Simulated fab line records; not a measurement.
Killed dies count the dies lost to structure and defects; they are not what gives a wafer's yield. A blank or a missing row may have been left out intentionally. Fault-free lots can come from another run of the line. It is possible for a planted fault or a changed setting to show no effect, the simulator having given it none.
A lot that was struck, set against a sound lot + flow n5-finfet + 39 out of 1938 route steps
Sound: the wafers L603.3, L603.5, L603.6. Wafers L597.1, L597.5, L597.6 were the ones struck. Last of all comes the cause.
At each step with rows: each side's tool, then ch and its chambers, then its first start. Under that, the readings that differ: sound wafers + struck wafers + difference of the means + sigmas: that difference in standard deviations of wafers without a fault.
alike: a reading whose means differ by less than 2 such deviations, as well as words and numbers matching on both sides. not compared: withheld readings; readings where some wafer has no value; bounds like >300 that might hide an equal value; numbers whose values overlap and for which the record gives no deviation.
Wherever a step has rows on one side only, a row that says differs or no value, or a row with sigmas, the two part there. When numbers do not overlap yet have no deviation, they are printed without sigmas and do not part them. Lack of a reading on every wafer of one side parts them only where that side has two or more wafers.

first, 9 steps without rows for these wafers: N5_BEOL_M4_ANNEAL_95 (time 240 s); N5_BEOL_M4_SPUTTER_96 (material Cu, target thk 4.5 nm, time 8.29 s); N5_BEOL_M4_ECD_50 (material Cu, target thk 300 nm); N5_BEOL_M4_ANNEAL_51 (time 90 s); N5_BEOL_M4_CMP_52 (polishes, stops on SiOC, t overpolish 6.8 s, target thk 40 nm); N5_BEOL_M4_PRE_CLEAN_60 (time 15 s); N5_BEOL_M4_CO_CAP_55 (material Co, precursor CCTBA/H2, target thk 2 nm, time 102.1 s); N5_BEOL_M4_PRE_CLEAN_56 (time 15 s); N5_BEOL_M4_DEP_57 (deposits SiCN from 3MS/NH3, target thk 8 nm, time 14 s).
N5_BEOL_M4_RC_MEAS_101:
  sound on prober-02 ch 0, day 13 07:31; struck on prober-01 ch 0, day 11 12:51
| reading        | sound          | struck         | difference | sigmas |
|----------------|----------------|----------------|------------|--------|
| IOFF_P (nA/um) | 0.32 0.27 0.28 | 0.20 0.15 0.21 | -0.10      | -3     |
| ION_P (uA/um)  | 473 468 466    | 459 443 460    | -15        | -2     |
| SS_P (mV/dec)  | 75.6 73.5 74.5 | 73.0 72.2 73.8 | -1.5       | -2     |
| VT_P (mV)      | -245 -246 -246 | -251 -257 -252 | -8         | -2     |
  alike: DIBL_N, DIBL_P, IOFF_N, ION_N, SS_N, VT_N
then, 24 steps without rows for these wafers: N5_BEOL_M5_ILD_DEP_00 (deposits SiCOH lowk from DEMS/porogen, target thk 140.64 nm, time 25.9 s); N5_BEOL_M5_CURE_79 (cures SiCOH lowk, time 240 s); N5_BEOL_M5_PECVD_70 (deposits SiO2 from TEOS/O2, target thk 16 nm, time 18 s); N5_BEOL_M5_HM_DEP_02 (deposits TiN, target thk 20 nm); N5_BEOL_M5_COAT_59 (time 60 s, resist thk 60 nm); N5_BEOL_M5_COAT_60 (time 60 s, resist thk 12 nm); N5_BEOL_M5_COAT_71 (time 60 s, resist thk 5 nm); N5_BEOL_M5_COAT_05 (resist thk 30 nm); N5_BEOL_M5_EBR_07; N5_BEOL_M5_SOFTBAKE_06 (time 60 s); N5_BEOL_M5_EXPOSE_08 (exposes mask M5, target cd 28 nm); N5_BEOL_M5_PEB_09 (peb time 60 s); N5_BEOL_M5_DEVELOP_10 (develop time 30 s); N5_BEOL_M5_DESCUM_16 (chemistry O2, time 7 s); N5_BEOL_M5_ETCH_72 (etches underlayer in N2/H2, target depth 6.5 nm, time 5.2 s); N5_BEOL_M5_ETCH_61 (etches SiARC in CF4, target depth 15.6 nm, time 26 s); N5_BEOL_M5_ETCH_62 (etches SOC in N2/H2, target depth 75 nm, overetch 15 nm, time 112.5 s); N5_BEOL_M5_STRIP_63 (strips in N2/H2); N5_BEOL_M5_STRIP_73 (strips in N2/H2); N5_BEOL_M5_STRIP_64 (strips in CF4); N5_BEOL_M5_HM_OPEN_17 (chemistry Cl2/BCl3, target TiN, target depth 20 nm, overetch 6 nm); N5_BEOL_M5_STRIP_19 (strips in O2); N5_BEOL_M5_COAT_65 (time 60 s, resist thk 60 nm); N5_BEOL_M5_COAT_66 (time 60 s, resist thk 12 nm).
-- the record jumps here: 2 days lie between the struck wafers' starts before and after (it left off in module BEOL_M5 and takes up again in module BEOL_M10, whose first step shown is number 1530 of the route) --
N5_BEOL_M10_CMP_52: polishes, stops on SiCOH lowk, t overpolish 7 s, target thk 140 nm.
  sound on cmp-03 ch 0,1,2, day 15 12:53; struck on cmp-02 ch 1,2, day 13 17:43
  no value came back on the struck wafers for any of 7 readings (barrier-field-endpoint-s (s), clearing-platen-down-force-psi (psi) and others); on the sound wafers barrier-field-endpoint-s (s) reads 28.7 29.5 30.4
| reading                                     | sound           | struck            | difference | sigmas |
|---------------------------------------------|-----------------|-------------------|------------|--------|
| model.Cu_of_BEOL_M10_ECD_50.thk-nm (nm)     | 139 138.4 141.4 | 316.6 311.6 316.6 | +175.3     |        |
| model.SiO2_of_BEOL_M10_PECVD_70.thk-nm (nm) | 0 0 0           | 19.4 20.2 20      | +19.9      |        |
N5_BEOL_M10_THK_MEAS_53: measures by xrf.
  struck on film-metro-01, day 13 18:01; sound on film-metro-02, day 15 13:04
| reading      | sound             | struck            | difference | sigmas |
|--------------|-------------------|-------------------|------------|--------|
| M10_THK (nm) | 137.3 136.2 139.8 | 314.9 309.4 313.2 | +174.7     | +76    |
N5_BEOL_M10_RS_MEAS_57: the measuring method here is four-point-probe.
  struck on film-metro-01, day 13 18:08; sound on film-metro-02, day 15 13:13
| reading         | sound                | struck               | difference | sigmas |
|-----------------|----------------------|----------------------|------------|--------|
| M10_RS (ohm/sq) | 0.1519 0.1529 0.1491 | 0.0605 0.0616 0.0606 | -0.0904    | -33    |
N5_BEOL_M10_INSPECT_58: inspects for defects (darkfield).
  struck on defect-inspect-02, day 13 18:10; sound on defect-inspect-01, day 15 13:14
| reading          | sound    | struck         | difference | sigmas      |
|------------------|----------|----------------|------------|-------------|
| raw-defect-count | 81 64 40 | 2268 2361 2352 | +2265      | +99 or more |
-- here the record skips 2 days between the struck wafers' starts before and after, leaving off in module BEOL_M10 and picking up in module PASSIVATION (first step shown: number 1936 of the route) --
N5_PASSIVATION_PROBE_49:
  the record has rows for the struck wafers here (prober-01, day 16 02:05) and none for the sound ones

== WHERE THEY PART ==
Last at N5_PASSIVATION_PROBE_49 as far as this record goes, first at N5_BEOL_M4_RC_MEAS_101.

WHY: what the simulator had put in
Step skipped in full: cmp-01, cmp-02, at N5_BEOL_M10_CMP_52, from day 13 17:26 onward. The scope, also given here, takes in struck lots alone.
